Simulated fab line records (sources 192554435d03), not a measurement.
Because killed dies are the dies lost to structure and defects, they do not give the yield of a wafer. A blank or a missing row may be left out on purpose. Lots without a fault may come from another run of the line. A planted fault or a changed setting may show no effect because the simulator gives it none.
fab line records | flow n5_finfet
[record] lots = 7 | wafers = 21
route steps=1938 shown ZERO_LAYER@9 PMOS_HMC_CHANNEL_EPI@59 FIN_SAQP@96
start_h: the number of hours between the record's first day and the start of the first shown wafer of the lot | wait_h: hours since the lot's step before | " same as the row above | L1.1+2: several wafers, shown together as one row | - no value, or no start was given | * or withheld: withheld | < > ~ a bound
route shown NAME@n: NAME is a module with steps in the file, n the number in the route of the first one | usual: average and standard deviation across the fault-free wafers | same: alike in all rows | chamber/n: place in a boat | sites: per-site readings | _std_site: standard deviation across them | _edge_site: mean of outer sites minus mean of inner sites | radius_mm: for every site, how far away it sits from the centre of the wafer | mask NAME#n: copy n | behind: the tool/chamber that last shaped the wafer | hold: what put the lot on hold/how long, in hours/how the hold closed | device: whichever transistor did not switch (one of n, p or np) | end of line: the tests these same wafers got at the end of their route | a step without rows: its recipe alone | killed: count of dies lost to structure and defects at first sort (not the wafer's yield) | map: a wafer's dies, x killed, . not, _ none there
set.NAME: the setting as run; set.NAME@STEP: as run at that earlier step | model.NAME: the simulator's own value behind a step, which no gauge read
lots whose settings were changed on purpose; a table a step, a row a wafer
[[steps]]
[step N5_ZERO_LAYER_EXPOSE_08]
[recipe] mask_id = ZERO | na = 0.55 | source_shape = conventional | sigma_outer = 0.8 | polarization = unpolarized | defocus_nm = 0 | target_cd_nm = 2000 | dose_mj = 16.2
lot.wafer  | tool           | chamber | start_h | wait_h | mask   | set.dose_mj
L075.1     | krf_scanner-02 | 0       | 18.46   | -      | ZERO#0 | 16.2
L075.3+5   | "              | 0       | "       | "      | ZERO#0 | 16.98
L081.1+2   | krf_scanner-01 | 0       | 54.59   | -      | ZERO#0 | 16.2
L081.5     | "              | 0       | "       | "      | ZERO#0 | 15.24
L085.1     | krf_scanner-02 | 0       | 78.47   | -      | ZERO#0 | 16.2
L085.2+5   | "              | 0       | "       | "      | ZERO#0 | 17.36
L086.2+3+5 | krf_scanner-01 | 0       | 84.60   | -      | ZERO#0 | 16.2
L090.1+3   | krf_scanner-02 | 0       | 108.59  | -      | ZERO#0 | 16.2
L090.5     | "              | 0       | "       | "      | ZERO#0 | 16.97
L093.2+6   | krf_scanner-02 | 0       | 126.62  | -      | ZERO#0 | 17.15
L093.4     | "              | 0       | "       | "      | ZERO#0 | 16.2
L096.1     | krf_scanner-02 | 0       | 144.59  | -      | ZERO#0 | 16.2
L096.2+3   | "              | 0       | "       | "      | ZERO#0 | 15.57
[step N5_ZERO_LAYER_PEB_09]
[recipe] peb_temp_c = withheld | peb_time_s = *
[step N5_ZERO_LAYER_DEVELOP_10]
[recipe] develop_time_s = 60 | rinse_liquid = diw | dry = air_spin | dev_temp_c = 21
[step N5_ZERO_LAYER_HARDBAKE_23]
[recipe] temp_c = 130 | time_s = 120
[step N5_ZERO_LAYER_CD_MEAS_11]
[recipe] target_cd_nm = 2000 | landing_energy_ev = 500 | detector = se_inlens
[usual] cd_nm = 1997.9/2.9
lot.wafer | tool      | chamber | start_h | wait_h | set.dose_mj@ZERO_LAYER_EXPOSE_08 | cd_nm
L075.1    | cd_sem-03 | 0       | 18.64   | -      | 16.2                             | 1994.8
L075.3    | "         | 0       | "       | "      | 16.98                            | 2004.8
L075.5    | "         | 0       | "       | "      | 16.98                            | 2008.6
L081.1    | cd_sem-01 | 0       | 54.77   | -      | 16.2                             | 1996.9
L081.2    | "         | 0       | "       | "      | 16.2                             | 2000.2
L081.5    | "         | 0       | "       | "      | 15.24                            | 1988.2
L085.1    | cd_sem-03 | 0       | 78.64   | -      | 16.2                             | 1996.3
L085.2    | "         | 0       | "       | "      | 17.36                            | 2010.6
L085.5    | "         | 0       | "       | "      | 17.36                            | 2013.6
L086.2    | cd_sem-01 | 0       | 84.77   | -      | 16.2                             | 2002.6
L086.3    | "         | 0       | "       | "      | 16.2                             | 2000.0
L086.5    | "         | 0       | "       | "      | 16.2                             | 2001.1
L090.1    | cd_sem-03 | 0       | 108.77  | -      | 16.2                             | 1993.9
L090.3    | "         | 0       | "       | "      | 16.2                             | 1995.3
L090.5    | "         | 0       | "       | "      | 16.97                            | 2008.7
L093.2    | cd_sem-03 | 0       | 126.79  | -      | 17.15                            | 2005.7
L093.4    | "         | 0       | "       | "      | 16.2                             | 1997.0
L093.6    | "         | 0       | "       | "      | 17.15                            | 2011.5
L096.1    | cd_sem-02 | 0       | 144.77  | -      | 16.2                             | 2000.2
L096.2    | "         | 0       | "       | "      | 15.57                            | 1992.2
L096.3    | "         | 0       | "       | "      | 15.57                            | 1991.4
[step N5_ZERO_LAYER_DESCUM_16]
[recipe] chemistry = O2 | time_s = 7.9 | source_power_w = 50 | bias_power_w = 20 | pressure_mtorr = 20 | rf_frequency_hz = 2.712e+07 | temp_c = 40 | o2_flow_sccm = 225
lot.wafer | tool        | chamber | start_h | wait_h | set.time_s | set.dose_mj@ZERO_LAYER_EXPOSE_08 | model.ZERO_LAYER.cd_nm
L075.1    | rie_diel-05 | 1       | 18.68   | 0.0    | 7.9        | 16.2                             | 1995
L075.3    | "           | 2       | "       | "      | 7.9        | 16.98                            | 2005
L075.5    | "           | 2       | "       | "      | 7.9        | 16.98                            | 2008
L081.1    | rie_diel-05 | 3       | 55.10   | 0.3    | 7.105      | 16.2                             | 1997
L081.2    | "           | 0       | "       | "      | 7.9        | 16.2                             | 2000
L081.5    | "           | 2       | "       | "      | 7.9        | 15.24                            | 1988
L085.1    | rie_diel-05 | 1       | 78.68   | 0.0    | 7.144      | 16.2                             | 1996
L085.2    | "           | 0       | "       | "      | 7.9        | 17.36                            | 2010
L085.5    | "           | 2       | "       | "      | 7.144      | 17.36                            | 2013
L086.2    | rie_diel-05 | 3       | 84.81   | 0.0    | 7.9        | 16.2                             | 2002
L086.3    | "           | 1       | "       | "      | 7.9        | 16.2                             | 2000
L086.5    | "           | 3       | "       | "      | 7.9        | 16.2                             | -
L090.1    | rie_diel-06 | 0       | 108.81  | 0.0    | 7.9        | 16.2                             | -
L090.3    | "           | 1       | "       | "      | 7.026      | 16.2                             | 1996
L090.5    | "           | 2       | "       | "      | 7.9        | 16.97                            | 2009
L093.2    | rie_diel-01 | 0       | 126.83  | 0.0    | 7.9        | 17.15                            | 2006
L093.4    | "           | 3       | "       | "      | 7.9        | 16.2                             | 1997
L093.6    | "           | 3       | "       | "      | 7.9        | 17.15                            | 2011
L096.1    | rie_diel-05 | 2       | 144.80  | 0.0    | 7.9        | 16.2                             | -
L096.2    | "           | 1       | "       | "      | 7.9        | 15.57                            | 1992
L096.3    | "           | 3       | "       | "      | 7.9        | 15.57                            | 1991
[step N5_ZERO_LAYER_ETCH_17]
[recipe] chemistry = CF4 | target = SiO2 | target_depth_a = 120 | time_s = 13.3 | ion_energy_ev = 350 | pressure_mtorr = 40 | source_w = 450 | bias_w = 215 | Ar_flow_sccm = 100 | cf4_flow_sccm = 100
lot.wafer | tool        | chamber | start_h | wait_h | set.dose_mj@ZERO_LAYER_EXPOSE_08 | model.ZERO_LAYER.cd_nm
L075.1    | rie_diel-05 | 1       | 18.71   | 0.0    | 16.2                             | 1995
L075.3    | "           | 2       | "       | "      | 16.98                            | 2005
L075.5    | "           | 2       | "       | "      | 16.98                            | 2008
L081.1    | rie_diel-05 | 3       | 55.14   | 0.0    | 16.2                             | 1997
L081.2    | "           | 0       | "       | "      | 16.2                             | 2000
L081.5    | "           | 2       | "       | "      | 15.24                            | 1988
L085.1    | rie_diel-05 | 1       | 78.72   | 0.0    | 16.2                             | 1996
L085.2    | "           | 0       | "       | "      | 17.36                            | 2010
L085.5    | "           | 2       | "       | "      | 17.36                            | 2013
L086.2    | rie_diel-05 | 3       | 84.84   | 0.0    | 16.2                             | 2002
L086.3    | "           | 1       | "       | "      | 16.2                             | 2000
L086.5    | "           | 3       | "       | "      | 16.2                             | 2001
L090.1    | rie_diel-06 | 0       | 108.84  | 0.0    | 16.2                             | 1994
L090.3    | "           | 1       | "       | "      | 16.2                             | 1996
L090.5    | "           | 2       | "       | "      | 16.97                            | 2009
L093.2    | rie_diel-01 | 0       | 126.86  | 0.0    | 17.15                            | 2006
L093.4    | "           | 3       | "       | "      | 16.2                             | 1997
L093.6    | "           | 3       | "       | "      | 17.15                            | 2011
L096.1    | rie_diel-05 | 2       | 144.84  | 0.0    | 16.2                             | 2000
L096.2    | "           | 1       | "       | "      | 15.57                            | 1992
L096.3    | "           | 3       | "       | "      | 15.57                            | 1991
[step N5_PMOS_HMC_CHANNEL_EPI_COAT_03]
[recipe] resist = CAR-ArF-block | spin_rpm = 1500 | resist_thk_nm = 205
lot.wafer | tool           | chamber | start_h | wait_h | set.spin_rpm | model.CAR-ArF-block_of_PMOS_HMC_CHANNEL_EPI_COAT_03.thk_nm
L075.1    | litho_track-02 | 0       | -       | -      | 1619         | 197.9
L075.3    | "              | 0       | "       | "      | 1500         | 205.3
L075.5    | "              | 0       | "       | "      | 1619         | 197.5
L081.1    | litho_track-04 | 0       | -       | -      | 1652         | 195
L081.2    | "              | 0       | "       | "      | 1500         | 204.4
L081.5    | "              | 0       | "       | "      | 1652         | 194.9
L085.1    | litho_track-01 | 0       | -       | -      | 1391         | 213.7
L085.2    | "              | 0       | "       | "      | 1500         | 205.9
L085.5    | "              | 0       | "       | "      | 1500         | 205.7
L086.2+3  | litho_track-04 | 0       | -       | -      | 1500         | 205
L086.5    | "              | 0       | "       | "      | 1500         | 205.3
L090.1    | litho_track-04 | 0       | -       | -      | 1500         | 204.8
L090.3    | "              | 0       | "       | "      | 1500         | 205.3
L090.5    | "              | 0       | "       | "      | 1500         | 204.4
L093.2    | litho_track-01 | 0       | -       | -      | 1373         | 215.3
L093.4    | "              | 0       | "       | "      | 1500         | 205.8
L093.6    | "              | 0       | "       | "      | 1500         | 205.9
L096.1    | litho_track-02 | 0       | -       | -      | 1500         | 205.6
L096.2    | "              | 0       | "       | "      | 1500         | 205.5
L096.3    | "              | 0       | "       | "      | 1572         | 201.3
[step N5_FIN_SAQP_HM_DEP_03]
[recipe] material = SiNx | target_thk_a = 380 | temp_c = 400 | precursor = SiH4/NH3/N2 | pressure_torr = 1.5 | rf_w = 300 | time_s = 33.6
lot.wafer | tool     | chamber | start_h | wait_h | set.time_s | model.SiNx_of_FIN_SAQP_HM_DEP_03.thk_nm
L075.1    | pecvd-03 | 1       | 26.67   | 0.2    | 35.48      | 40.15
L075.3    | "        | 0       | "       | "      | 33.6       | 37.2
L075.5    | "        | 0       | "       | "      | 35.48      | 39.76
L081.1    | pecvd-03 | 0       | 63.49   | 0.2    | 33.6       | 37.75
L081.2    | "        | 2       | "       | "      | 33.6       | 38.48
L081.5    | "        | 2       | "       | "      | 33.6       | 38.98
L085.1    | pecvd-04 | 0       | 88.21   | 0.2    | 33.6       | 37.2
L085.2    | "        | 1       | "       | "      | 33.6       | 38.03
L085.5    | "        | 2       | "       | "      | 33.6       | 37.55
L086.2    | pecvd-04 | 0       | 94.69   | 0.3    | 33.6       | 37.24
L086.3    | "        | 1       | "       | "      | 33.6       | 37.69
L086.5    | "        | 1       | "       | "      | 33.6       | 38.22
L090.1    | pecvd-03 | 1       | 117.24  | 0.2    | 33.6       | 37.67
L090.3    | "        | 2       | "       | "      | 33.6       | 38.35
L090.5    | "        | 0       | "       | "      | 28.62      | 32.87
L093.2    | pecvd-02 | 2       | 135.02  | 0.2    | 30.72      | 34.17
L093.4    | "        | 0       | "       | "      | 30.72      | 35.12
L093.6    | "        | 1       | "       | "      | 33.6       | 38.44
L096.1    | pecvd-03 | 2       | 153.41  | 0.2    | 33.6       | 37.17
L096.2    | "        | 0       | "       | "      | 35.95      | 40.34
L096.3    | "        | 1       | "       | "      | 35.95      | 39.97
[step N5_FIN_SAQP_THK_MEAS_05]
[usual] thk_nm = 38.0/0.6
lot.wafer | tool          | chamber | start_h | wait_h | set.time_s@FIN_SAQP_HM_DEP_03 | thk_nm
L075.1    | film_metro-02 | -       | 26.76   | 0.1    | 35.48                         | 40.1
L075.3    | "             | -       | "       | "      | 33.6                          | 37.2
L075.5    | "             | -       | "       | "      | 35.48                         | 39.7
L081.1    | film_metro-01 | -       | 63.57   | 0.1    | 33.6                          | 37.8
L081.2    | "             | -       | "       | "      | 33.6                          | 38.5
L081.5    | "             | -       | "       | "      | 33.6                          | 39.0
L085.1    | film_metro-02 | -       | 88.30   | 0.1    | 33.6                          | 37.2
L085.2    | "             | -       | "       | "      | 33.6                          | 38.1
L085.5    | "             | -       | "       | "      | 33.6                          | 37.5
L086.2    | film_metro-01 | -       | 94.78   | 0.1    | 33.6                          | 37.2
L086.3    | "             | -       | "       | "      | 33.6                          | 37.7
L086.5    | "             | -       | "       | "      | 33.6                          | 38.2
L090.1    | film_metro-01 | -       | 117.32  | 0.1    | 33.6                          | 37.7
L090.3    | "             | -       | "       | "      | 33.6                          | 38.3
L090.5    | "             | -       | "       | "      | 28.62                         | 32.9
L093.2    | film_metro-01 | -       | 135.11  | 0.1    | 30.72                         | 34.2
L093.4    | "             | -       | "       | "      | 30.72                         | 35.1
L093.6    | "             | -       | "       | "      | 33.6                          | 38.4
L096.1    | film_metro-01 | -       | 153.50  | 0.1    | 33.6                          | 37.2
L096.2    | "             | -       | "       | "      | 35.95                         | 40.4
L096.3    | "             | -       | "       | "      | 35.95                         | 40.0
[step N5_FIN_SAQP_PECVD_06]
[recipe] material = a-Si | target_thk_a = 600 | temp_c = 400 | precursor = SiH4/He | pressure_torr = 3 | rf_w = 100 | time_s = 48.1
lot.wafer | tool     | chamber | start_h | wait_h | set.time_s | model.a-Si_of_FIN_SAQP_PECVD_06.thk_nm
L075.1    | pecvd-02 | 1       | 26.88   | 0.0    | 48.1       | 58.97
L075.3    | "        | 0       | "       | "      | 48.1       | 59.41
L075.5    | "        | 0       | "       | "      | 48.1       | 59.89
L081.1    | pecvd-02 | 1       | 63.69   | 0.0    | 48.1       | 59.15
L081.2    | "        | 2       | "       | "      | 48.1       | 59.66
L081.5    | "        | 2       | "       | "      | 50.79      | 64.03
L085.1    | pecvd-02 | 2       | 88.42   | 0.0    | 45.96      | 57.33
L085.2    | "        | 1       | "       | "      | 45.96      | 55.69
L085.5    | "        | 0       | "       | "      | 48.1       | 60.71
L086.2    | pecvd-03 | 0       | 94.94   | 0.0    | 48.1       | 61.51
L086.3    | "        | 0       | "       | "      | 48.1       | 61.78
L086.5    | "        | 1       | "       | "      | 48.1       | 61.05
L090.1    | pecvd-04 | 1       | 117.44  | 0.0    | 48.1       | 60.83
L090.3    | "        | 0       | "       | "      | 42.87      | 53.75
L090.5    | "        | 2       | "       | "      | 42.87      | 53.8
L093.2    | pecvd-04 | 0       | 135.22  | 0.0    | 41.09      | 51.3
L093.4    | "        | 0       | "       | "      | 48.1       | 60.31
L093.6    | "        | 2       | "       | "      | 41.09      | 52.02
L096.1    | pecvd-02 | 1       | 153.62  | 0.0    | 44.72      | 53.28
L096.2    | "        | 0       | "       | "      | 48.1       | 59.52
L096.3    | "        | 2       | "       | "      | 44.72      | 54.64
[step N5_FIN_SAQP_THK_MEAS_07]
[usual] thk_nm = 60.3/0.91
lot.wafer | tool          | chamber | start_h | wait_h | set.time_s@FIN_SAQP_PECVD_06 | thk_nm
L075.1    | film_metro-02 | -       | 26.97   | 0.1    | 48.1                         | 58.9
L075.3    | "             | -       | "       | "      | 48.1                         | 59.4
L075.5    | "             | -       | "       | "      | 48.1                         | 59.9
L081.1    | film_metro-01 | -       | 63.78   | 0.1    | 48.1                         | 59.2
L081.2    | "             | -       | "       | "      | 48.1                         | 59.7
L081.5    | "             | -       | "       | "      | 50.79                        | 64.0
L085.1    | film_metro-01 | -       | 88.51   | 0.1    | 45.96                        | 57.3
L085.2    | "             | -       | "       | "      | 45.96                        | 55.7
L085.5    | "             | -       | "       | "      | 48.1                         | 60.7
L086.2    | film_metro-01 | -       | 95.06   | 0.1    | 48.1                         | 61.6
L086.3    | "             | -       | "       | "      | 48.1                         | 61.8
L086.5    | "             | -       | "       | "      | 48.1                         | 61.0
L090.1    | film_metro-01 | -       | 117.53  | 0.1    | 48.1                         | 60.9
L090.3    | "             | -       | "       | "      | 42.87                        | 53.8
L090.5    | "             | -       | "       | "      | 42.87                        | 53.8
L093.2    | film_metro-01 | -       | 135.31  | 0.1    | 41.09                        | 51.2
L093.4    | "             | -       | "       | "      | 48.1                         | 60.3
L093.6    | "             | -       | "       | "      | 41.09                        | 52.0
L096.1    | film_metro-01 | -       | 153.71  | 0.1    | 44.72                        | 53.3
L096.2    | "             | -       | "       | "      | 48.1                         | 59.6
L096.3    | "             | -       | "       | "      | 44.72                        | 54.7
[step N5_FIN_SAQP_HM_DEP_72]
[recipe] material = SiO2 | target_thk_a = 120 | temp_c = 400 | precursor = SiH4/N2O | pressure_torr = 0.75 | rf_w = 275 | time_s = 7.2
[step N5_FIN_SAQP_COAT_49]
[recipe] resist = SOC | temp_c = 250 | time_s = 60 | spin_rpm = 1500 | resist_thk_nm = 100
[step N5_FIN_SAQP_HM_OPEN_73]
[recipe] chemistry = CHF3/O2 | target = SiO2 | stop_on = a-Si | target_depth_a = 120 | over_etch_frac = 1.8 | mask_material = SOC | time_s = 16.8 | pressure_mtorr = 30 | source_w = 650 | bias_w = 170 | Ar_flow_sccm = 200 | CHF3_flow_sccm = 50 | O2_flow_sccm = 5 | ion_energy_ev = 200 | ends = end_point
[step N5_FIN_SAQP_STRIP_74]
[recipe] chemistry = CHF3/O2 | resist = SiARC | rf_frequency_hz = 6e+07
[step N5_FIN_SAQP_MANDREL_ETCH_22]
[recipe] target_depth_a = 600 | chemistry = HBr/Cl2 | target = a-Si | stop_on = SiNx | bt_time_s = 10 | over_etch_frac = 0.5 | time_s = 30 | pressure_mtorr = 10 | icp_w = 800 | bias_w = 75 | HBr_flow_sccm = 150 | Cl2_flow_sccm = 80 | ends = end_point
[usual] oes_product_au = 0.767/0.012
lot.wafer | tool      | chamber | start_h | wait_h | set.time_s@FIN_SAQP_PECVD_06 | oes_product_au | model.etch.depth_nm
L075.1    | rie_si-05 | 1       | 28.37   | 0.0    | 48.1                         | 0.748          | 58.97
L075.3    | "         | 2       | "       | "      | 48.1                         | 0.750          | 59.41
L075.5    | "         | 1       | "       | "      | 48.1                         | 0.755          | 59.89
L081.1    | rie_si-04 | 3       | 64.64   | 0.0    | 48.1                         | 0.755          | 59.07
L081.2    | "         | 0       | "       | "      | 48.1                         | 0.768          | 59.66
L081.5    | "         | 3       | "       | "      | 50.79                        | 0.787          | 64.03
L085.1    | rie_si-02 | 1       | 89.58   | 0.0    | 45.96                        | 0.760          | 57.28
L085.2    | "         | 3       | "       | "      | 45.96                        | 0.724          | 55.69
L085.5    | "         | 1       | "       | "      | 48.1                         | 0.789          | 60.66
L086.2    | rie_si-04 | 0       | 95.94   | 0.0    | 48.1                         | 0.772          | 61.4
L086.3    | "         | 2       | "       | "      | 48.1                         | 0.773          | 61.74
L086.5    | "         | 3       | "       | "      | 48.1                         | 0.760          | 60.94
L090.1    | rie_si-04 | 1       | 118.43  | 0.0    | 48.1                         | 0.778          | 60.78
L090.3    | "         | 3       | "       | "      | 42.87                        | 0.699          | 53.66
L090.5    | "         | 3       | "       | "      | 42.87                        | 0.704          | 53.69
L093.2    | rie_si-04 | 3       | 136.18  | 0.0    | 41.09                        | 0.693          | 51.3
L093.4    | "         | 0       | "       | "      | 48.1                         | 0.761          | 60.22
L093.6    | "         | 0       | "       | "      | 41.09                        | 0.700          | 52.02
L096.1    | rie_si-04 | 2       | 154.57  | 0.0    | 44.72                        | 0.721          | 53.21
L096.2    | "         | 0       | "       | "      | 48.1                         | 0.757          | 59.36
L096.3    | "         | 1       | "       | "      | 44.72                        | 0.736          | 54.64
[step N5_FIN_SAQP_STRIP_55]
[recipe] chemistry = N2/H2 | power_w = 500 | temp_c = 40 | pressure_mtorr = 50 | rf_frequency_hz = 6e+07 | overash_fraction = 0.3 | bias_power_w = 28 | h2_frac = 0.5 | n2_flow_sccm = 300 | h2_flow_sccm = 300
[step N5_FIN_SAQP_STRIP_23]
[recipe] chemistry = SPM | time_s = 750 | temp_c = 130 | h2so4_h2o2_vol_ratio = 4
[step N5_FIN_SAQP_SPACER2_ALD_28]
[recipe] material = SiO2 | target_thk_a = 81 | temp_c = 300 | ald_precursor_family = BDEAS | ald_co_reactant = O2-plasma | pulse_time_s = 1 | purge_time_s = 2 | co_reactant_purge_time_s = 2 | pressure_torr = 2
[step N5_FIN_SAQP_SPACER2_ETCHBACK_29]
[recipe] chemistry = CHF3/O2 | mode = anisotropic_etchback | target = SiO2 | target_depth_a = 122 | time_s = 6.1 | pressure_mtorr = 30 | source_w = 650 | bias_w = 170 | Ar_flow_sccm = 200 | CHF3_flow_sccm = 50 | O2_flow_sccm = 5 | ion_energy_ev = 200
[step N5_FIN_SAQP_MANDREL2_REMOVE_60]
[recipe] chemistry = HBr/Cl2/O2 | bt_time_s = 10 | target = a-Si | stop_on = SiNx | endpoint = OES-SiCl | over_etch_frac = 1 | icp_w = 600 | bias_w = 22 | HBr_flow_sccm = 150 | Cl2_flow_sccm = 80 | O2_flow_sccm = 5 | pressure_mtorr = 10
lot.wafer | tool      | chamber | start_h | wait_h | set.time_s@FIN_SAQP_HM_DEP_03 | model.SiNx_of_FIN_SAQP_HM_DEP_03.thk_nm
L075.1    | rie_si-05 | 1       | 32.18   | 0.1    | 35.48                         | 39.6
L075.3    | "         | 3       | "       | "      | 33.6                          | 36.4
L075.5    | "         | 3       | "       | "      | 35.48                         | 39.2
L081.1    | rie_si-04 | 1       | 67.90   | 0.1    | 33.6                          | 37
L081.2    | "         | 2       | "       | "      | 33.6                          | 37.8
L081.5    | "         | 1       | "       | "      | 33.6                          | 38.4
L085.1    | rie_si-04 | 0       | 93.67   | 0.1    | 33.6                          | 36.6
L085.2    | "         | 3       | "       | "      | 33.6                          | 37.4
L085.5    | "         | 2       | "       | "      | 33.6                          | 37
L086.2    | rie_si-04 | 3       | 100.46  | 0.1    | 33.6                          | 36.6
L086.3    | "         | 2       | "       | "      | 33.6                          | 37
L086.5    | "         | 0       | "       | "      | 33.6                          | 37.6
L090.1    | rie_si-04 | 2       | 121.92  | 0.1    | 33.6                          | 37
L090.3    | "         | 1       | "       | "      | 33.6                          | 37.8
L090.5    | "         | 3       | "       | "      | 28.62                         | 32.2
L093.2    | rie_si-04 | 1       | 139.52  | 0.1    | 30.72                         | 33.4
L093.4    | "         | 2       | "       | "      | 30.72                         | 34.4
L093.6    | "         | 2       | "       | "      | 33.6                          | 37.8
L096.1    | rie_si-04 | 0       | 158.32  | 0.1    | 33.6                          | 36.6
L096.2    | "         | 1       | "       | "      | 35.95                         | 39.8
L096.3    | "         | 2       | "       | "      | 35.95                         | 39.2
[step N5_FIN_SAQP_HM_OPEN_33]
[recipe] chemistry = CH3F/O2 | target = SiNx | mask_material = SiO2 | target_depth_a = 494 | time_s = 70.6 | pressure_mtorr = 30 | source_w = 395 | bias_w = 73 | Ar_flow_sccm = 150 | CH3F_flow_sccm = 30 | O2_flow_sccm = 20 | ion_energy_ev = 120 | ends = cleared
lot.wafer | tool        | chamber | start_h | wait_h | set.time_s@FIN_SAQP_HM_DEP_03 | model.etch.depth_nm
L075.1    | rie_diel-03 | 1       | 32.43   | 0.1    | 35.48                         | 39.52
L075.3    | "           | 0       | "       | "      | 33.6                          | 36.49
L075.5    | "           | 0       | "       | "      | 35.48                         | 39.14
L081.1    | rie_diel-02 | 2       | 68.06   | 0.0    | 33.6                          | 36.98
L081.2    | "           | 3       | "       | "      | 33.6                          | 37.86
L081.5    | "           | 0       | "       | "      | 33.6                          | 38.35
L085.1    | rie_diel-04 | 0       | 93.83   | 0.0    | 33.6                          | 36.57
L085.2    | "           | 1       | "       | "      | 33.6                          | 37.4
L085.5    | "           | 2       | "       | "      | 33.6                          | 36.92
L086.2    | rie_diel-03 | 2       | 100.62  | 0.0    | 33.6                          | 36.6
L086.3    | "           | 1       | "       | "      | 33.6                          | 36.91
L086.5    | "           | 3       | "       | "      | 33.6                          | 37.59
L090.1    | rie_diel-03 | 1       | 122.36  | 0.3    | 33.6                          | 37.04
L090.3    | "           | 2       | "       | "      | 33.6                          | 37.72
L090.5    | "           | 1       | "       | "      | 28.62                         | 32.24
L093.2    | rie_diel-04 | 3       | 139.79  | 0.2    | 30.72                         | 33.43
L093.4    | "           | 0       | "       | "      | 30.72                         | 34.5
L093.6    | "           | 2       | "       | "      | 33.6                          | 37.71
L096.1    | rie_diel-04 | 2       | 158.48  | 0.0    | 33.6                          | 36.54
L096.2    | "           | 1       | "       | "      | 35.95                         | 39.72
L096.3    | "           | 0       | "       | "      | 35.95                         | 39.25
[step N5_FIN_SAQP_ETCH_34]
[recipe] chemistry = C4F6/O2 | target = SiO2 | target_depth_a = 450 | time_s = 15 | ion_energy_ev = 250 | pressure_mtorr = 30 | source_w = 345 | bias_w = 185 | Ar_flow_sccm = 300 | C4F6_flow_sccm = 10 | O2_flow_sccm = 10 | ends = cleared
[step N5_FIN_SAQP_STRIP_77]
[recipe] chemistry = N2/H2 | time_s = 90 | power_w = 100 | temp_c = 40 | pressure_mtorr = 100 | rf_frequency_hz = 6e+07 | bias_power_w = 3 | n2_flow_sccm = 300 | h2_flow_sccm = 300
[step N5_FIN_SAQP_ETCH_64]
[recipe] chemistry = CF4 | target = SiO2 | target_depth_a = 15 | ion_energy_ev = 350 | pressure_mtorr = 10 | icp_w = 800 | bias_w = 400 | cf4_flow_sccm = 80
lot.wafer | tool      | chamber | start_h | wait_h | set.time_s@FIN_SAQP_HM_DEP_03 | model.SiNx_of_FIN_SAQP_HM_DEP_03.thk_nm
L075.1    | rie_si-04 | 2       | 32.69   | 0.0    | 35.48                         | 34.8
L075.3    | "         | 1       | "       | "      | 33.6                          | 31.6
L075.5    | "         | 3       | "       | "      | 35.48                         | 34.4
L081.1    | rie_si-02 | 0       | 68.33   | 0.0    | 33.6                          | 32.2
L081.2    | "         | 3       | "       | "      | 33.6                          | 33
L081.5    | "         | 2       | "       | "      | 33.6                          | 33.6
L085.1    | rie_si-05 | 1       | 94.09   | 0.0    | 33.6                          | 31.8
L085.2    | "         | 3       | "       | "      | 33.6                          | 32.6
L085.5    | "         | 3       | "       | "      | 33.6                          | 32
L086.2    | rie_si-02 | 1       | 100.88  | 0.0    | 33.6                          | 32
L086.3    | "         | 2       | "       | "      | 33.6                          | 32.2
L086.5    | "         | 0       | "       | "      | 33.6                          | 32.6
L090.1    | rie_si-05 | 2       | 122.62  | 0.0    | 33.6                          | 32.4
L090.3    | "         | 1       | "       | "      | 33.6                          | 33
L090.5    | "         | 0       | "       | "      | 28.62                         | 27.6
L093.2    | rie_si-02 | 0       | 140.05  | 0.0    | 30.72                         | 28.8
L093.4    | "         | 3       | "       | "      | 30.72                         | 29.6
L093.6    | "         | 3       | "       | "      | 33.6                          | 32.8
L096.1    | rie_si-02 | 1       | 158.74  | 0.0    | 33.6                          | 31.8
L096.2    | "         | 2       | "       | "      | 35.95                         | 35
L096.3    | "         | 3       | "       | "      | 35.95                         | 34.4
[[key]]
[split] step = N5_ZERO_LAYER_EXPOSE_08 | setting = dose_mj | stated = 16.2 | by = wafer
[response] step = N5_ZERO_LAYER_CD_MEAS_11 | reading = cd_nm | change = +2.2 | per = 1% | r = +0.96
[response] step = N5_ZERO_LAYER_DESCUM_16 | reading = model.ZERO_LAYER.cd_nm | change = +2.13 | per = 1% | r = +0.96
[response] step = N5_ZERO_LAYER_ETCH_17 | reading = model.ZERO_LAYER.cd_nm | change = +2.17 | per = 1% | r = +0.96
[split] step = N5_ZERO_LAYER_DESCUM_16 | setting = time_s | stated = 7.9 | by = wafer
response none clear
[split] step = N5_PMOS_HMC_CHANNEL_EPI_COAT_03 | setting = spin_rpm | stated = 1500 | by = wafer
[response] step = N5_PMOS_HMC_CHANNEL_EPI_COAT_03 | reading = model.CAR-ArF-block_of_PMOS_HMC_CHANNEL_EPI_COAT_03.thk_nm | change = -1 | per = 1% | r = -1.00
[split] step = N5_FIN_SAQP_HM_DEP_03 | setting = time_s | stated = 33.6 | by = wafer
[response] step = N5_FIN_SAQP_HM_DEP_03 | reading = model.SiNx_of_FIN_SAQP_HM_DEP_03.thk_nm | change = +0.388 | per = 1% | r = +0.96
[response] step = N5_FIN_SAQP_THK_MEAS_05 | reading = thk_nm | change = * | per = 1% | r = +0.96
[response] step = N5_FIN_SAQP_MANDREL2_REMOVE_60 | reading = model.SiNx_of_FIN_SAQP_HM_DEP_03.thk_nm | change = +0.395 | per = 1% | r = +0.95
[response] step = N5_FIN_SAQP_HM_OPEN_33 | reading = model.etch.depth_nm | change = +0.387 | per = 1% | r = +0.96
[response] step = N5_FIN_SAQP_ETCH_64 | reading = model.SiNx_of_FIN_SAQP_HM_DEP_03.thk_nm | change = +0.384 | per = 1% | r = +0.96
[split] step = N5_FIN_SAQP_PECVD_06 | setting = time_s | stated = 48.1 | by = wafer
[response] step = N5_FIN_SAQP_PECVD_06 | reading = model.a-Si_of_FIN_SAQP_PECVD_06.thk_nm | change = +0.664 | per = 1% | r = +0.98
[response] step = N5_FIN_SAQP_THK_MEAS_07 | reading = thk_nm | change = * | per = 1% | r = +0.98
[response] step = N5_FIN_SAQP_MANDREL_ETCH_22 | reading = oes_product_au | change = +0.00541 | per = 1% | r = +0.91
[response] step = N5_FIN_SAQP_MANDREL_ETCH_22 | reading = model.etch.depth_nm | change = +0.661 | per = 1% | r = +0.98
